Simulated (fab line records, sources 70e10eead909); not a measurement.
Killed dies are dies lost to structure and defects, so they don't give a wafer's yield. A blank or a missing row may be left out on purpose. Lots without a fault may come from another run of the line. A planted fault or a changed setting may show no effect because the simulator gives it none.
Which tool did it? | flow nand_harc | 6 lots, 18 wafers sampled, at 3 steps of a route of 1159

WHAT THE GAUGES READ, wafer by wafer
NHARC_A_SLIT_CD_MEAS_21.
lot  | measured     | on        | cd_nm (nm)
L137 | day 14 16:28 | cd_sem-02 | 290.9 290.5 289.7
L141 | day 15 14:58 | cd_sem-03 | 290.0 289.8 289.9
L144 | day 16 18:48 | cd_sem-02 | 289.4 291.2 290.4
L151 | day 18 12:44 | cd_sem-01 | 289.2 290.1 289.3
L156 | day 19 13:20 | cd_sem-03 | 290.5 290.0 288.8
L159 | day 20 09:59 | cd_sem-03 | 289.3 289.8 289.0

WHICH TOOL RAN EACH LOT (tool, then ch and the chambers of the sampled wafers, then the start)
lot  | NHARC_A_SGD_CUT_ETCHBACK_24        | NHARC_A_SGD_CUT_STRIP_28
L137 | rie_diel-04 ch 0,3, day 14 07:41   | rie_diel-04 ch 2,3, day 14 16:28 or earlier
L141 | rie_diel-10 ch 1,2, day 15 06:41   | rie_diel-10 ch 0,1,2, day 15 06:50
L144 | rie_diel-04 ch 0,1,2, day 16 04:39 | rie_diel-04 ch 0,3, day 16 18:48 or earlier
L151 | rie_diel-10 ch 0,1,3, day 18 04:53 | rie_diel-10 ch 1,3, day 18 12:44 or earlier
L156 | rie_diel-01 ch 1,2,3, day 19 06:15 | rie_diel-01 ch 0,1,3, day 19 13:20 or earlier
L159 | rie_diel-01 ch 1,2,3, day 20 02:00 | rie_diel-01 ch 0,1,2, day 20 09:59 or earlier
- NHARC_A_SGD_CUT_ETCHBACK_24: etches the open film in CH3F/O2, target depth 50 nm, time 92.857 s.
- NHARC_A_SGD_CUT_STRIP_28: strips in O2, time 20 s.

THE ANSWER, worked out from the rows above alone
Rule: what is usual is taken from the lots themselves. Put in order of their means at a reading, lots are off if they are a third of the lots or fewer, leave a main group of 4 or more, and stand apart from it by a gap of 3 or more times the standard deviation of the main group's means; of several such gaps the widest counts. A main group whose means are all the same, to the digits that the tables above print for the reading, isn't used. A lot without any number at a reading at which 4 lots or more have one is off too. The other lots that the step has rows for count as sound.
No lot is off at any reading shown: from this, nothing can be told.

WHAT THE SIMULATOR HAD PUT IN
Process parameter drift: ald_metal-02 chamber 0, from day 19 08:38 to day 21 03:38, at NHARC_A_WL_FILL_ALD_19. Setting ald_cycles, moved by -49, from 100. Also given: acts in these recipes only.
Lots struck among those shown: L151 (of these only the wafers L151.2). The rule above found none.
